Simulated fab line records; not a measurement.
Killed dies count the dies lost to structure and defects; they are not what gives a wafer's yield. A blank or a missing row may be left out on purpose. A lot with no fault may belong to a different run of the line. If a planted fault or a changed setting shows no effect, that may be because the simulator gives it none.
fab line records	flow n5Finfet
record: lots: 10	wafers: 28	lastDay: 18
route steps=1938 shown WELL_APT@31 PMOS_HMC_CHANNEL_EPI@78 FIN_SAQP@102 PASSIVATION@1936
lots that met no fault: from a run of the same line without faults
startH: the number of hours between the record's first day and the start of the first shown wafer of the lot	waitH: how many hours have passed since the lot's step before this one	" repeats the value in the row above	L1.1+2: a row that stands for several wafers	- no value, or no start given	* or withheld: withheld	< > ~ a bound
route shown NAME@n: a module of which the file shows steps, and the number in the route of the first	usual: average and standard deviation across the fault-free wafers	same: alike in all rows	chamber/n: place in a boat	sites: each site's reading	_std_site: their standard deviation	_edge_site: the outer-site mean with the inner-site mean subtracted	radiusMm: for every site, how far away it sits from the centre of the wafer	mask NAME#n: copy n	behind: the tool/chamber that last shaped the wafer	hold: why the lot was held/for how many hours/how that ended	device: which transistor (n, p or np) failed to switch	end of line: at the end of the route, the tests of the same wafers	where a step has no rows: the recipe by itself	killed: the dies lost at the first sort to structure and to defects; this is not the yield of the wafer	map: the dies of a wafer, with x for killed, . for not killed, _ for no die there
set.NAME: the run value of the setting; set.NAME@STEP: its run value at that earlier step	model.NAME: the simulator's own value behind a step, which no gauge read
route steps across a sampled set of lots; one table per step, one row per wafer
services: when a tool's chamber went out of use (startH, in hours from the record's first day, below 0 if earlier), for how many hours, and the reason
== steps ==
step: N5_WELL_APT_DESCUM_13
recipe: chemistry: O2	timeS: 7.9	sourcePowerW: 50	biasPowerW: 20	pressureMtorr: 20	rfFrequencyHz: 2.712e+07	tempC: 40	o2FlowSccm: 225
usual: drypumpMotorCurrentA: 5.6/0.44	oesProductAu: 0.78/0.1	rfVppV: 242.7/1.2	showerheadPlenumPTorr: 2.07/0.056	throttleValvePct: 20.50/0.28
lot.wafer	tool	chamber	startH	waitH	drypumpMotorCurrentA	oesProductAu	rfHoursCounterH	rfVppV	showerheadPlenumPTorr	throttleValvePct
L287.3	rieDiel-06	2	14.21	0.3	4.9	0.68	267	245.1	2.14	20.95
L287.4	"	1	"	"	5.7	0.74	-	241.9	2.08	20.46
L287.5	"	2	"	"	4.9	0.67	-	243.8	2.14	20.95
L288.3	rieDiel-01	2	20.07	0.2	5.8	0.68	232	242.0	2.09	20.85
L288.4	"	0	"	"	4.9	0.72	170	242.5	2.08	20.69
L288.6	"	2	"	"	5.8	0.69	-	241.6	2.09	20.84
L289.1	rieDiel-01	2	25.91	0.1	5.7	0.68	234	243.3	2.09	20.86
L289.2	"	3	"	"	6.0	0.91	20	242.0	2.05	19.97
L289.5	"	0	"	"	4.9	0.71	-	244.5	2.08	20.66
L297.2	rieDiel-06	2	73.77	0.0	4.9	0.99	12	242.7	2.14	20.53
L297.5	"	2	"	"	4.9	0.98	-	243.5	2.14	20.52
L297.6	"	1	"	"	5.7	0.72	-	244.3	2.07	20.52
L301.1	rieDiel-06	2	97.98	0.1	4.9	0.96	20	245.8	2.14	20.52
L301.2	"	0	"	"	5.8	0.81	88	240.4	2.01	19.97
L301.3	"	1	"	"	5.7	0.71	193	243.5	2.07	20.51
L303.1	rieDiel-03	3	109.99	0.4	5.8	0.83	78	244.9	2.14	20.61
L303.2	"	2	"	"	5.8	0.71	233	243.0	1.99	20.76
L303.6	"	3	"	"	5.8	0.83	-	242.8	2.14	20.62
L304.1	rieDiel-06	0	115.79	0.0	5.7	0.82	94	241.6	2.01	19.96
L304.5	"	0	"	"	5.8	0.82	-	239.8	2.01	19.94
L306.2	rieDiel-03	1	128.15	0.4	5.9	0.97	3	244.3	2.16	20.07
L306.6	"	3	"	"	5.8	0.81	-	242.3	2.13	20.64
L309.1	rieDiel-06	0	147.79	0.0	5.7	0.80	107	241.3	2.00	19.98
L309.3	"	3	"	"	6.0	0.67	220	242.7	2.09	20.94
L309.5	"	0	"	"	5.7	0.80	-	242.6	2.00	19.97
L310.2	rieDiel-03	3	151.78	0.0	5.8	0.82	92	243.1	2.13	20.66
L310.3	"	0	"	"	5.2	0.72	182	240.9	1.98	20.33
L310.6	"	3	"	"	5.8	0.80	-	243.8	2.13	20.65
step: N5_WELL_APT_INSPECT_38
recipe: inspectInstrument: darkfield	mode: postEpi
usual: rawDefectCount: 13/4.9
lot.wafer	tool	chamber	startH	waitH	rawDefectCount
L287.3	defectInspect-01	-	17.37	0.3	23
L287.4	"	-	"	"	18
L287.5	"	-	"	"	15
L288.3	defectInspect-02	-	23.18	0.5	18
L288.4	"	-	"	"	8
L288.6	"	-	"	"	15
L289.1	defectInspect-01	-	29.16	0.5	13
L289.2	"	-	"	"	15
L289.5	"	-	"	"	13
L297.2	defectInspect-02	-	77.28	0.6	8
L297.5	"	-	"	"	12
L297.6	"	-	"	"	13
L301.1	defectInspect-01	-	101.24	0.7	10
L301.2	"	-	"	"	16
L301.3	"	-	"	"	7
L303.1	defectInspect-02	-	113.19	0.7	12
L303.2	"	-	"	"	12
L303.6	"	-	"	"	8
L304.1	defectInspect-01	-	118.95	0.7	24
L304.5	"	-	"	"	11
L306.2	defectInspect-01	-	131.94	0.7	12
L306.6	"	-	"	"	7
L309.1	defectInspect-02	-	150.55	0.5	5
L309.3	"	-	"	"	11
L309.5	"	-	"	"	13
L310.2	defectInspect-02	-	154.95	0.6	12
L310.3	"	-	"	"	13
L310.6	"	-	"	"	16
step: N5_PMOS_HMC_CHANNEL_EPI_EPI_20
recipe: material: SiGe30	maskMaterial: SiO2	pressureTorr: 20	targetThkA: 590	tempC: 600
usual: lampInnerPct: 12.4/1.6	susceptor_temp_C_max: 601.5/0.53
lot.wafer	tool	chamber	startH	waitH	lampInnerPct	susceptor_temp_C_max
L287.3	epiRpcvd-03	0	18.94	0.6	11.3	601.6
L287.4	"	0	"	"	11.1	601.7
L287.5	"	0	"	"	11.0	602.2
L288.3	epiRpcvd-04	0	24.63	0.4	11.3	602.8
L288.4	"	0	"	"	11.4	602.2
L288.6	"	0	"	"	11.3	601.8
L289.1	epiRpcvd-04	0	30.31	0.0	11.4	601.6
L289.2	"	0	"	"	11.5	601.8
L289.5	"	0	"	"	11.4	601.7
L297.2	epiRpcvd-01	0	78.76	0.3	14.7	601.0
L297.5	"	0	"	"	15.0	600.8
L297.6	"	0	"	"	14.6	601.1
L301.1	epiRpcvd-01	0	102.40	0.0	14.7	601.4
L301.2	"	0	"	"	14.8	601.1
L301.3	"	0	"	"	14.7	600.9
L303.1	epiRpcvd-03	0	114.35	0.0	11.1	601.9
L303.2	"	0	"	"	11.1	602.1
L303.6	"	0	116.13	1.8	11.1	601.6
L304.1	epiRpcvd-03	0	120.15	0.0	11.2	601.8
L304.5	"	0	121.57	1.5	11.0	602.0
L306.2	epiRpcvd-04	0	133.44	0.2	11.5	601.9
L306.6	"	0	"	"	11.5	601.1
L309.1	epiRpcvd-04	0	151.71	0.0	11.4	601.8
L309.3	"	0	"	"	11.5	601.5
L309.5	"	0	"	"	11.6	601.8
L310.2	epiRpcvd-04	0	156.74	0.2	11.4	602.1
L310.3	"	0	"	"	11.3	602.3
L310.6	"	0	"	"	11.5	602.5
step: N5_PMOS_HMC_CHANNEL_EPI_THK_MEAS_22
recipe: reads: SiGe30_of_PMOS_HMC_CHANNEL_EPI_EPI_20
usual: HMC_CMP_THK: 54.3/0.73
lot.wafer	tool	chamber	startH	waitH	HMC_CMP_THK[nm]
L287.3	filmMetro-02	-	20.44	-	54.3
L287.4	"	-	"	"	53.9
L287.5	"	-	"	"	54.2
L288.3	filmMetro-01	-	25.86	-	54.5
L288.4	"	-	"	"	55.7
L288.6	"	-	"	"	54.2
L289.1	filmMetro-02	-	31.94	-	54.6
L289.2	"	-	"	"	55.4
L289.5	"	-	"	"	54.4
L297.2	filmMetro-01	-	80.52	-	41.2
L297.5	"	-	"	"	40.8
L297.6	"	-	"	"	40.4
L301.1	filmMetro-02	-	104.43	-	41.3
L301.2	"	-	"	"	41.3
L301.3	"	-	"	"	42.0
L303.1	filmMetro-02	-	117.00	-	54.5
L303.2	"	-	"	"	53.9
L303.6	"	-	"	"	52.8
L304.1	filmMetro-02	-	122.79	-	53.9
L304.5	"	-	"	"	54.5
L306.2	filmMetro-01	-	134.87	-	54.7
L306.6	"	-	"	"	54.7
L309.1	filmMetro-02	-	153.34	-	55.0
L309.3	"	-	"	"	53.2
L309.5	"	-	"	"	53.7
L310.2	filmMetro-02	-	158.17	-	53.4
L310.3	"	-	"	"	53.8
L310.6	"	-	"	"	54.1
step: N5_FIN_SAQP_HM_DEP_72
recipe: material: SiO2	targetThkA: 120	tempC: 400	precursor: SiH4/N2O	pressureTorr: 0.75	rfW: 275	timeS: 7.2
usual: heaterPowerW: 790/110	showerheadPlenumPTorr: 8.17/0.15
lot.wafer	tool	chamber	startH	waitH	heaterPowerW	showerheadPlenumPTorr	sinceWetCleanH
L287.3	pecvd-04	0	21.94	0.1	948	8.35	-
L287.4	"	1	"	"	824	7.90	-
L287.5	"	0	"	"	949	8.32	-
L288.3	pecvd-02	0	27.33	0.0	710	8.17	912
L288.4	"	2	"	"	743	8.27	-
L288.6	"	1	"	"	840	8.07	-
L289.1	pecvd-02	2	33.65	0.0	714	8.27	165
L289.2	"	0	"	"	677	8.19	919
L289.5	"	2	"	"	730	8.26	-
L297.2	pecvd-03	2	82.03	0.0	692	8.28	394
L297.5	"	2	"	"	686	8.28	-
L297.6	"	1	"	"	856	8.15	-
L301.1	pecvd-02	1	106.21	0.0	871	8.06	1716
L301.2	"	2	"	"	679	8.28	237
L301.3	"	0	"	"	684	8.16	991
L303.1	pecvd-02	0	118.49	0.0	767	8.17	1004
L303.2	"	2	"	"	699	8.28	250
L303.6	"	2	"	"	673	8.24	-
L304.1	pecvd-04	0	124.60	0.0	933	8.37	828
L304.5	"	1	"	"	833	7.89	-
L306.2	pecvd-03	0	136.32	0.0	731	8.00	1203
L306.6	"	0	"	"	742	7.98	-
L309.1	pecvd-02	1	156.12	0.0	815	8.07	1766
L309.3	"	2	"	"	742	8.27	287
L309.5	"	2	"	"	737	8.27	-
L310.2	pecvd-03	1	159.53	0.0	844	8.12	1951
L310.3	"	0	"	"	638	7.97	1226
L310.6	"	0	"	"	650	7.97	-
step: N5_PASSIVATION_PROBE_49
usual: killed_at_M0_to_M3: 35/11	killed_at_M4_up: 14/5.4	killedAtContacts: 13/6	killedAtFrontEnd: 38/11	killedAtOther: 3.4/2.6	killedDies: 104/19	killedOpen: 68/13	killedShort: 34/8.5
same: grossDies: 1180	killedAtBackSide: 0
lot.wafer	tool	chamber	startH	waitH	killed_at_M0_to_M3	killed_at_M4_up	killedAtContacts	killedAtFrontEnd	killedAtOther	killedDies	killedOpen	killedShort
L301.1	prober-01	-	393.05	0.0	33	12	24	37	1	107	64	31
killed by level:class
L301.1 MOL_CONTACT_COAG:geometricParticle:open=20 HKMG_FIN:areaEtch=12 BEOL_M0_SAQP:geometricParticle:short=8 STI_FIN_REVEAL:geometricParticle:open=7 BEOL_M0_SAQP:geometricParticle:open=7 BEOL_M3:geometricParticle:open=6 BEOL_M4:geometricParticle:open=6 FIN_SAQP:geometricParticle:open=4
== services ==
tool	chamber	startH	hours	kind
pecvd-03	-	-3.46	1.3	repair
rieDiel-06	3	-1.75	16.5	repair
pecvd-02	2	13.14	5.9	repair
rieDiel-06	2	14.77	-	clean
rieDiel-06	2	14.77	-	consumableReplace:focusRing
rieDiel-06	2	14.77	21.9	scheduledDown
epiRpcvd-03	-	17.10	1.0	repair
pecvd-02	2	19.49	5.5	scheduledDown
rieDiel-03	2	20.41	8.1	repair
pecvd-02	1	30.18	5.5	scheduledDown
epiRpcvd-01	-	30.70	1.6	repair
rieDiel-01	-	36.51	0.7	repair
pecvd-02	0	49.49	2.1	scheduledDown
rieDiel-06	0	76.12	3.5	repair
pecvd-03	0	80.54	13.8	repair
pecvd-02	1	90.38	2.1	scheduledDown
pecvd-03	1	94.01	14.0	repair
pecvd-03	0	96.23	7.6	repair
pecvd-02	1	114.80	17.8	repair
rieDiel-06	2	127.22	13.3	repair
rieDiel-01	3	129.40	7.0	repair
pecvd-03	-	143.45	0.3	repair
rieDiel-06	1	153.08	4.2	repair
pecvd-03	-	154.35	1.2	repair
== key ==
firstSign: step: N5_PMOS_HMC_CHANNEL_EPI_THK_MEAS_22	reading: HMC_CMP_THK	direction: down	sigmas: 18	usual: 54.3	struck: 41.2
effect none on later readings
metAt N5_PMOS_HMC_CHANNEL_EPI_EPI_20
struckLots L297,L301
testerLeftOut L297,L301
baselineLoss: step: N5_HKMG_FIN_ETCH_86	wafers: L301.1
notActingAt N5_WELL_APT_DESCUM_13,N5_WELL_APT_INSPECT_38,N5_FIN_SAQP_HM_DEP_72
fault: kind: siteProfileDrift	tool: epiRpcvd-01	chamber: -	onsetH: 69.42	steps: N5_PMOS_HMC_CHANNEL_EPI_EPI_20	basis: fraction	maxAbsDrift: 0.49585	slopeSharePerHr: 110.19	sitePattern: 0,0,0,0,0,-1,-1,-1,-1
testerLeftOut: of these lots the tester's yield and bins aren't shown, on N5 and GAA mostly nor the transistor test; their killed dies are dies lost to structure and defects alone, not to doping, threshold or leakage, so they don't give the yield
baselineLoss: these wafers lose ten dies or more at that step, a loss of the line's own and not of a fault; the sort's usual values leave them out
